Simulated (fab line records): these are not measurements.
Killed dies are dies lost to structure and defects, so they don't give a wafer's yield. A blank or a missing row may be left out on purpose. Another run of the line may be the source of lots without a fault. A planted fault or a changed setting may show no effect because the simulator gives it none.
Matching of chambers -- flow n5_finfet -- rie_diel-06 running N5_BEOL_M14_ETCH_68: 4 sister chambers
The step etches SOC in N2/H2, time 450 s. 8 wafers are shown with their chamber, then 10 later ones without.

## WAFERS, EACH WITH ITS CHAMBER
wafer,chamber,drypump_motor_current_A (A),showerhead_plenum_p_Torr (Torr)
L082.4,3,6.4,2.64
L084.3,2,4.9,2.51
L086.3,2,4.9,2.51
L091.2,0,6.4,2.53
L091.3,3,6.4,2.63
L091.5,1,5.8,2.44
L090.3,0,6.4,2.53
L090.4,1,5.7,2.44

## WAFERS WHOSE CHAMBER IS MISSING
wafer,drypump_motor_current_A (A),showerhead_plenum_p_Torr (Torr)
L090.6,6.4,2.63
L093.3,5.8,2.43
L093.5,5.8,2.43
L093.6,5.0,2.50
L092.1,6.4,2.53
L092.2,5.8,2.43
L092.5,5.7,2.43
L096.4,6.4,2.63
L096.5,5.8,2.43
L096.6,6.4,2.53

## CHAMBER TAKEN BY EACH
wafer,from the rows above,in truth
L090.6,3,3
L093.3,1,1
L093.5,1,1
L093.6,2,2
L092.1,0,0
L092.2,1,1
L092.5,1,1
L096.4,3,3
L096.5,1,1
L096.6,0,0
Correct placement for 10 of the 10. Left unplaced by these rows: 0. 0 placed wrongly.
How it was worked out, from the rows above alone: a wafer's distance from a chamber is the root of the sum, over the readings, of the square of ((its reading less the chamber's mean) divided by the reading's scatter). The wafer belongs to the nearest chamber; if the next one is less than 2 further off, it can't be placed. Each chamber's mean is taken over the wafers shown for it. The scatter: the root of (the sum of the squares of (reading less its chamber's mean) over the shown wafers, divided by (wafers less chambers)).
